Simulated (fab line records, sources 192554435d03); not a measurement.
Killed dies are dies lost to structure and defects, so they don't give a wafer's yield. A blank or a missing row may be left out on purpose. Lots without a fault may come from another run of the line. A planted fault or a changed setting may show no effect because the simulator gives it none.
Split-lot experiment | flow n5_finfet | 7 lots, 39 wafers read, on a route of 1938 steps

THE SPLIT
At N5_MOL_CONTACT_COAG_ALD_133 (deposits SiO2, target thk 5 nm, pulse time 1 s, co reactant pulse time 1 s), the setting ald_cycles was moved away from the recipe's 35 on 15 of the 39 wafers read, by -51.4% to +51.4%. The other wafers ran this setting at the recipe's value.

The reading is taken at the split's own step.

THE READING
SiO2_of_MOL_CONTACT_COAG_ALD_133.thk_nm (the simulator's own value, which no gauge read), in nm, at N5_MOL_CONTACT_COAG_ALD_133 (deposits SiO2, target thk 5 nm, pulse time 1 s, co reactant pulse time 1 s). The file gives no usual value for it.

wafer  | tool, chamber at the split | ald_cycles as run | against the recipe | SiO2_of_MOL_CONTACT_COAG_ALD_133.thk_nm, nm | against lot-mates on the recipe
L074.1 | ald_sin-04, 0,2,3          | 17                | -51.4%             | 2.4                                         | -2.6
L074.2 | ald_sin-04, 0,2,3          | 17                | -51.4%             | 2.4                                         | -2.6
L074.6 | ald_sin-04, 0,2,3          | 17                | -51.4%             | 2.4                                         | -2.6
L074.3 | ald_sin-04, 3,1,0          | 35                | recipe             | 5                                           | -
L074.4 | ald_sin-04, 3,1,0          | 35                | recipe             | 5                                           | -
L074.5 | ald_sin-04, 3,1,0          | 35                | recipe             | 5                                           | -
L075.1 | ald_sin-04, 3,2,0          | 25                | -28.6%             | 3.6                                         | -1.4
L075.4 | ald_sin-04, 3,2,0          | 25                | -28.6%             | 3.6                                         | -1.4
L075.5 | ald_sin-04, 3,2,0          | 25                | -28.6%             | 3.6                                         | -1.4
L075.2 | ald_sin-04, 0,1,3          | 35                | recipe             | 5                                           | -
L075.3 | ald_sin-04, 0,1,3          | 35                | recipe             | 5                                           | -
L075.6 | ald_sin-04, 0,1,3          | 35                | recipe             | 5                                           | -
L082.1 | ald_sin-02, 2,0,1,3,3,2    | 35                | recipe             | 5                                           | -
L082.2 | ald_sin-02, 2,0,1,3,3,2    | 35                | recipe             | 5                                           | -
L082.3 | ald_sin-02, 2,0,1,3,3,2    | 35                | recipe             | 5                                           | -
L082.4 | ald_sin-02, 2,0,1,3,3,2    | 35                | recipe             | 5                                           | -
L082.5 | ald_sin-02, 2,0,1,3,3,2    | 35                | recipe             | 5                                           | -
L082.6 | ald_sin-02, 2,0,1,3,3,2    | 35                | recipe             | 5                                           | -
L083.1 | ald_sin-03, 3,2,1          | 35                | recipe             | 5                                           | -
L083.2 | ald_sin-03, 3,2,1          | 35                | recipe             | 5                                           | -
L083.4 | ald_sin-03, 3,2,1          | 35                | recipe             | 5                                           | -
L083.3 | ald_sin-03, 0,3,0          | 53                | +51.4%             | 7.6                                         | +2.6
L083.5 | ald_sin-03, 0,3,0          | 53                | +51.4%             | 7.6                                         | +2.6
L083.6 | ald_sin-03, 0,3,0          | 53                | +51.4%             | 7.6                                         | +2.6
L086.2 | ald_sin-04, 2,0,1          | 35                | recipe             | 5                                           | -
L086.3 | ald_sin-04, 2,0,1          | 35                | recipe             | 5                                           | -
L086.5 | ald_sin-04, 2,0,1          | 35                | recipe             | 5                                           | -
L094.1 | ald_sin-02, 1,2,2          | 35                | recipe             | 5                                           | -
L094.2 | ald_sin-02, 1,2,2          | 35                | recipe             | 5                                           | -
L094.5 | ald_sin-02, 1,2,2          | 35                | recipe             | 5                                           | -
L094.3 | ald_sin-02, 3,0,1          | 48                | +37.1%             | 6.8                                         | +1.8
L094.4 | ald_sin-02, 3,0,1          | 48                | +37.1%             | 6.8                                         | +1.8
L094.6 | ald_sin-02, 3,0,1          | 48                | +37.1%             | 6.8                                         | +1.8
L097.1 | ald_sin-03, 2,1,3          | 53                | +51.4%             | 7.6                                         | +2.6
L097.3 | ald_sin-03, 2,1,3          | 53                | +51.4%             | 7.6                                         | +2.6
L097.4 | ald_sin-03, 2,1,3          | 53                | +51.4%             | 7.6                                         | +2.6
L097.2 | ald_sin-03, 0,3,2          | 35                | recipe             | 5                                           | -
L097.5 | ald_sin-03, 0,3,2          | 35                | recipe             | 5                                           | -
L097.6 | ald_sin-03, 0,3,2          | 35                | recipe             | 5                                           | -
Where a row lists several chambers, the file gives one row for several wafers and doesn't say which wafer went through which chamber.

THE FIT
A straight line over all 39 wafers: SiO2_of_MOL_CONTACT_COAG_ALD_133.thk_nm changes by +0.0501 nm for each +1% of ald_cycles; r = +1.00; the points scatter about the line by 0.023 nm.
The same after taking each lot's own level away (the mean of its wafers on the recipe; 39 wafers): +0.0501 nm for each +1%; r = +1.00; scatter 0.023 nm.
On that fit, the largest move of ald_cycles shifts the reading by 2.6 nm.
The lots' own levels span 5.00 to 5.00 nm.
So the lot-to-lot level changes the slope little: the two slopes agree.
Check: with one of the wafers moved furthest among these (-51.4%) left out of the fit, the line predicts -2.58 nm for it against its lot-mates. It came out at -2.6 nm against them.

OTHER SPLITS ON THESE WAFERS
These wafers also went through other splits before the reading. Each is held against what the fit with the lots' levels taken away leaves over:
other split on the same wafers          | wafers away from the commonest value | r with SiO2_of_MOL_CONTACT_COAG_ALD_133.thk_nm (lot level and that fit taken away)
N5_ZERO_LAYER_DEVELOP_10 develop_time_s | 12                                   | +0.30
N5_FIN_SAQP_SPACER2_ALD_28 target_thk_a | 15                                   | +0.11
N5_SD_EPI_N_ETCH_45 target_depth_a      | 12                                   | -0.17
N5_HKMG_FIN_ALD_36 ald_cycles           | 12                                   | +0.07

THE FILE'S OWN FIT
SiO2_of_MOL_CONTACT_COAG_ALD_133.thk_nm changes by +0.0501 nm for each +1% of ald_cycles, r = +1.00.
